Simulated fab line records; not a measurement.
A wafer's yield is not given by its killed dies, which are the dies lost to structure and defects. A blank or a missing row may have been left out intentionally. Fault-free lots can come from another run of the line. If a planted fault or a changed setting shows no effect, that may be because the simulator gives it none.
Struck lot and sound lot, side by side -- flow nandHarc -- 14 steps out of a route of 1159
Sound: wafers L702.1, L702.3, L702.4. Struck: wafer L708.2 (left out: L708.3, L708.5 of the same lot, which were not struck); the cause appears at the end.
For every step that has rows: the tool of each side, followed by ch and its chambers, followed by its first start. Under that, the readings that differ: sound wafers -- struck wafers -- difference of the means -- sigmas: that difference in standard deviations of wafers without a fault.
alike: same words and numbers on both sides, and readings whose means sit less than 2 such deviations apart. not compared: any withheld reading, any reading some wafer has no value for, any bound like >300 that may hide the same value, and any number with overlapping values for which the record gives no deviation.
Wherever a step has rows on one side only, a row that says differs or no value, or a row with sigmas, the two part there. Numbers that don't overlap but have no deviation are shown without sigmas and don't part them. A reading missing from all wafers of one side parts the sides only when that side holds two or more wafers.

NHARC_A_STAIRCASE_STRIP_316: strips in O2.
  sound on rieDiel-05 ch 1,2,3; struck on rieDiel-04 ch 2
reading,sound,struck,difference,sigmas
oesProductAu (a.u.),0.983 0.990 0.990,1.005,+0.017,+3
rfHoursCounterH (h),46 45 43,13,-32,
  alike: drypumpMotorCurrentA, rfVppV, showerheadPlenumPTorr, throttleValvePct
then, 3 steps without rows for these wafers: NHARC_A_STAIRCASE_STRIP_317 (strips in SPM, time 900 s); NHARC_A_STAIRCASE_PRECLEAN_318 (cleans in SC1); NHARC_A_STAIRCASE_SRD_329.
NHARC_A_STAIRCASE_ALD_415: deposits SiO2, target thk 30 nm, pulse time 6 s, ald cycles 300.
  sound on aldHk-04 ch 0,1,2, day 13 19:35; struck on aldHk-02 ch 2, day 15 07:41
  alike: heaterPowerW, precursorPulseHeightRel
  not compared: aldCycles
NHARC_A_STAIRCASE_ETCHBACK_416: etches the open film in C4F8/O2/Ar, target depth 36 nm, time 7.2 s.
  sound on rieDiel-05 ch 1,2,3; struck on rieDiel-04 ch 1
reading,sound,struck,difference,sigmas
rfHoursCounterH (h),44 46 46,13,-32,
rfVppV (V),722 726 719,730,+8,+2
  alike: oesProductAu, rfFwdPowerW
NHARC_A_STAIRCASE_STRIP_476: strips in O2, time 20 s.
  sound on rieDiel-05 ch 1,2,3, day 13 21:32; struck on rieDiel-04 ch 0, day 15 09:58
reading,sound,struck,difference,sigmas
rfHoursCounterH (h),46 44 46,13,-32,
  alike: drypumpMotorCurrentA, oesProductAu, rfVppV, showerheadPlenumPTorr, throttleValvePct
NHARC_A_STAIRCASE_DEP_417: deposits Si3N4, target thk 60 nm.
  sound on pecvd-01 ch 1,2, day 13 21:38; struck on pecvd-04 ch 2, day 15 10:04
  alike: heaterPowerW, rfFwdPowerW
then, 3 steps without rows for these wafers: NHARC_A_STAIRCASE_WET_418 (chemistry H3PO4, target depth 20 nm); NHARC_A_STAIRCASE_PRECLEAN_419 (cleans in SC1); NHARC_A_STAIRCASE_SRD_421.
NHARC_A_STAIRCASE_ALD_420: deposits SiO2, target thk 20 nm, pulse time 6 s, ald cycles 200.
  sound on aldHk-02 ch 0,1,3, day 14 01:25; struck on aldHk-02 ch 0, day 15 13:18
reading,sound,struck,difference,sigmas
aldCycles,200 200 200,98,-102,
  alike: heaterPowerW, precursorPulseHeightRel
then, 1 step without rows for these wafers: NHARC_A_STAIRCASE_CVD_552 (deposits SiNx, target thk 40 nm).
NHARC_END_SORT_01:
  the record has rows for the sound wafers here (prober-01 ch 0, day 20 17:25) and none for the struck ones

== WHERE THEY PART ==
First at NHARC_A_STAIRCASE_STRIP_316; last, within this record, at NHARC_END_SORT_01.

WHY: whatever the simulator had introduced
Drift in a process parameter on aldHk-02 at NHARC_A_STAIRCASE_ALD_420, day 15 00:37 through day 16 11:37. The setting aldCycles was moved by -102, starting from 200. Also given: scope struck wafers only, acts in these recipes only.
